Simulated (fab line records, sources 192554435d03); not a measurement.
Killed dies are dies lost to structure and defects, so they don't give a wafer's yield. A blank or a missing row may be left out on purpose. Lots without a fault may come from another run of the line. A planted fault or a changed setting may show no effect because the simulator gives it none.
Which tool did it? | flow n5_finfet | 10 lots, 28 wafers sampled, at 1 step of a route of 1938

WHAT THE GAUGES READ, wafer by wafer
N5_BEOL_M4_RC_MEAS_101.
lot  | measured     | on        | DIBL_N (mV/V)  | DIBL_P (mV/V)  | IOFF_N (nA/um) | IOFF_P (nA/um) | ION_N (uA/um) | ION_P (uA/um) | SS_N (mV/dec)  | SS_P (mV/dec)  | VT_N (mV)   | VT_P (mV)
L760 | day 9 08:49  | prober-02 | 33.1 35.5 34.2 | 33.7 36.5 35.5 | 0.12 0.16 0.14 | 0.15 0.18 0.18 | 662 666 682   | 454 449 469   | 71.1 71.8 71.3 | 73.2 73.2 72.5 | 252 248 251 | -255 -254 -255
L762 | day 9 17:07  | prober-01 | 35.7 35.9 37.4 | 36.3 36.5 38.2 | 0.16 0.15 0.19 | 0.19 0.20 0.23 | 681 674 689   | 459 467 471   | 71.7 72.2 73.0 | 72.8 74.3 73.7 | 247 252 248 | -252 -252 -251
L764 | day 10 15:08 | prober-02 | 36.1 35.6 36.9 | 34.8 35.0 34.9 | 0.18 0.16 0.18 | 0.23 0.23 0.23 | 668 691 671   | 458 471 458   | 71.5 71.1 72.4 | 73.4 73.6 73.5 | 247 248 250 | -249 -247 -247
L768 | day 11 15:01 | prober-01 | 36.2 35.2 35.0 | 35.7 35.6 34.7 | 0.14 0.14 0.12 | 0.19 0.20 0.18 | 658 684 655   | 453 470 460   | 71.2 71.1 70.1 | 72.7 73.4 72.7 | 252 250 254 | -252 -250 -251
L769 | day 11 21:53 | prober-02 | 34.5 37.5      | 34.6 38.0      | 0.12 0.16      | 0.16 0.20      | 667 672       | 455 460       | 71.1 72.1      | 72.6 73.8      | 252 252     | -255 -253
L773 | day 12 10:33 | prober-01 | 37.5 34.2 33.3 | 38.7 34.3 33.9 | 0.19 0.12 0.11 | 0.21 0.15 0.14 | 678 670 655   | 456 455 443   | 72.3 71.8 71.4 | 73.8 73.0 72.8 | 251 255 255 | -252 -259 -259
L772 | day 12 18:06 | prober-02 | 34.7 34.5      | 33.5 33.0      | 0.13 0.12      | 0.19 0.18      | 671 661       | 460 463       | 71.4 71.3      | 72.2 72.0      | 252 254     | -249 -250
L776 | day 13 10:17 | prober-01 | 37.4 35.4 34.9 | 37.8 36.2 35.6 | 0.17 0.14 0.13 | 0.21 0.18 0.17 | 682 659 657   | 463 457 461   | 72.0 71.1 71.0 | 74.5 73.8 73.4 | 251 254 253 | -251 -253 -256
L775 | day 13 11:05 | prober-02 | 34.7 37.6 34.3 | 33.9 37.7 33.2 | 0.13 0.17 0.12 | 0.18 0.24 0.17 | 664 684 653   | 454 467 452   | 70.7 71.3 70.4 | 73.4 73.3 72.3 | 252 249 250 | -249 -249 -254
L777 | day 13 17:25 | prober-02 | 34.7 35.7 37.3 | 33.1 35.3 35.7 | 0.14 0.15 0.17 | 0.17 0.20 0.21 | 671 684 665   | 462 465 457   | 71.1 70.8 71.3 | 72.5 73.3 72.6 | 248 247 248 | -253 -252 -250

WHICH TOOL RAN EACH LOT (tool, then ch and the chambers of the sampled wafers, then the start)
The record holds no process step before these readings.

WHAT THE TOOLS THEMSELVES READ (means of the sampled wafers that have a number; where no wafer has one, the mark that the record gives instead)
The record holds no such reading with a usual standard deviation.

THE ANSWER, worked out from the rows above alone
Rule: what is usual is taken from the lots themselves. Put in order of their means at a reading, lots are off if they are a third of the lots or fewer, leave a main group of 4 or more, and stand apart from it by a gap of 3 or more times the standard deviation of the main group's means; of several such gaps the widest counts. A main group whose means are all the same, to the digits that the tables above print for the reading, isn't used. A lot without any number at a reading at which 4 lots or more have one is off too. The other lots that the step has rows for count as sound. The gauges are gone through in route order, then the tools' own readings, and for those a lot's mean is taken as printed above. The first step at which some lot is off is used, and at that step the reading that is off furthest; a lot without a number counts as furthest.
No lot is off at any reading shown: from this, nothing can be told.

WHAT THE SIMULATOR HAD PUT IN
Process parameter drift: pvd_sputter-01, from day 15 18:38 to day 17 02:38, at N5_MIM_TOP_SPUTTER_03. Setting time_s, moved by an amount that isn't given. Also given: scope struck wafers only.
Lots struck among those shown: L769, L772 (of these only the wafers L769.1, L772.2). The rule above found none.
